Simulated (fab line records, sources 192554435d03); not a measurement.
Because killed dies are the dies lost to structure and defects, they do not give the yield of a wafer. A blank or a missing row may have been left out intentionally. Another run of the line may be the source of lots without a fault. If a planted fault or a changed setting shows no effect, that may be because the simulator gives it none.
Comparing a struck lot with a sound one	flow n5Finfet	37 steps out of a route of 1938
Sound: these wafers, L525.1, L525.4, L525.5. Wafers L513.2, L513.3, L513.5 were the ones struck. The cause is named last.
Order at every step that has rows: each side's tool, ch and its chambers, its first start. Under that, the readings that differ: sound wafers	struck wafers	difference of the means	sigmas: that difference in standard deviations of wafers without a fault.
alike: words and numbers the same on both sides, and readings whose means are apart by under 2 such deviations; not compared: readings that were withheld, readings missing a value for some wafer, numbers with overlapping values and no deviation given by the record, and bounds like >300 which may hide the same value.
A row with sigmas, a row that says differs or no value, or rows on one side alone: a step with any of these is where the two part. Non-overlapping numbers with no deviation appear without sigmas and do not part them. Lack of a reading on every wafer of one side parts them only where that side has two or more wafers.

first, 9 steps without rows for these wafers: N5_WELL_APT_COAT_02 (resist thk 950 nm); N5_WELL_APT_EBR_04; N5_WELL_APT_SOFTBAKE_03 (time 60 s); N5_WELL_APT_EXPOSE_05 (exposes mask NWELL, defocus 0 nm, target cd 200 nm); N5_WELL_APT_PEB_06 (peb time 90 s); N5_WELL_APT_DEVELOP_07 (develop time 45 s); N5_WELL_APT_HARDBAKE_12 (time 120 s); N5_WELL_APT_DESCUM_13 (chemistry O2, time 7.9 s); N5_WELL_APT_IMPLANT_14.
N5_WELL_APT_IMPLANT_15:
  sound on implanter-02 ch 0, day 6 14:11; struck on implanter-02 ch 0, day 3 14:05
reading	sound	struck	difference	sigmas
doseIonsCm2	1.5017e+13 1.5009e+13 1.5016e+13	2.0503e+13 2.0523e+13 2.054e+13	+5.5080e+12	+99 or more
faradayCurrentUA	190 190 182	264 261 265	+76	+19
then, 25 steps without rows for these wafers: N5_WELL_APT_STRIP_16 (strips in SPM, time 900 s); N5_WELL_APT_HMDS_18 (time 60 s); N5_WELL_APT_COAT_19 (resist thk 950 nm); N5_WELL_APT_EBR_21; N5_WELL_APT_SOFTBAKE_20 (time 60 s); N5_WELL_APT_EXPOSE_22 (exposes mask PWELL, defocus 0 nm, target cd 200 nm); N5_WELL_APT_PEB_23 (peb time 90 s); N5_WELL_APT_DEVELOP_24 (develop time 45 s); N5_WELL_APT_HARDBAKE_29 (time 120 s); N5_WELL_APT_DESCUM_30 (chemistry O2, time 7.9 s); N5_WELL_APT_IMPLANT_31; N5_WELL_APT_IMPLANT_32; N5_WELL_APT_STRIP_33 (strips in SPM, time 900 s); N5_WELL_APT_RTA_34 (time 10 s); N5_WELL_APT_OXIDE_STRIP_42 (strips SiO2 in dHF, time 45 s, target depth 12 nm); N5_WELL_APT_PRECLEAN_36 (cleans in O3/DIW, time 45 s); N5_WELL_APT_PRECLEAN_39 (cleans in dHF, time 60 s); N5_WELL_APT_SRD_37 (time 30 s); N5_WELL_APT_EPI_41 (deposits Si from SiH4/H2, target thk 50 nm, time 297.7 s); N5_PMOS_HMC_CHANNEL_EPI_HM_DEP_34 (deposits SiO2 from TEOS/O2, target thk 36 nm, time 6.9 s); N5_PMOS_HMC_CHANNEL_EPI_COAT_31 (time 60 s, resist thk 66 nm); N5_PMOS_HMC_CHANNEL_EPI_COAT_03 (resist thk 205 nm); N5_PMOS_HMC_CHANNEL_EPI_EBR_05; N5_PMOS_HMC_CHANNEL_EPI_SOFTBAKE_04 (time 60 s); N5_PMOS_HMC_CHANNEL_EPI_EXPOSE_06 (exposes mask PMOS HMC BLK, target cd 240 nm).
-- here the record skips 8 days between the struck wafers' starts before and after, leaving off in module PMOS_HMC_CHANNEL_EPI and picking up in module BEOL_M4 (first step shown: number 1111 of the route) --
N5_BEOL_M4_RC_MEAS_101:
  sound on prober-01 ch 0, day 14 09:37; struck on prober-01 ch 0, day 11 14:52
reading	sound	struck	difference	sigmas
CJ_P	5.77 5.79 5.79	6.23 6.77 6.51	+0.72	+4
  alike: DIBL_N, DIBL_P, IOFF_N, IOFF_P, ION_N, ION_P, SS_N, SS_P, VT_N, VT_P
-- the record jumps here: 5 days lie between the struck wafers' starts before and after (it left off in module BEOL_M4 and takes up again in module PASSIVATION, whose first step shown is number 1936 of the route) --
N5_PASSIVATION_PROBE_49:
  sound on prober-02, day 18 06:18; struck on prober-01, day 16 12:49
  alike: defectLimitedYield, killed_at_M0_to_M3, killed_at_M4_up, killedAtContacts, killedAtFrontEnd, killedAtOther, killedDies, killedOpen, killedShort, sort_bin_5_function, sort_bin_6_memory, sortNPass, sortYieldPct

## WHERE THEY PART
Last at N5_BEOL_M4_RC_MEAS_101 as far as this record goes, first at N5_WELL_APT_IMPLANT_15. Later steps at which nothing parts them and some readings are alike: N5_PASSIVATION_PROBE_49.

WHY: the cause the simulator had injected
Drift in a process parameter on implanter-02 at N5_WELL_APT_IMPLANT_15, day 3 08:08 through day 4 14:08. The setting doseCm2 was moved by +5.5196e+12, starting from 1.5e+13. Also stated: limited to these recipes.
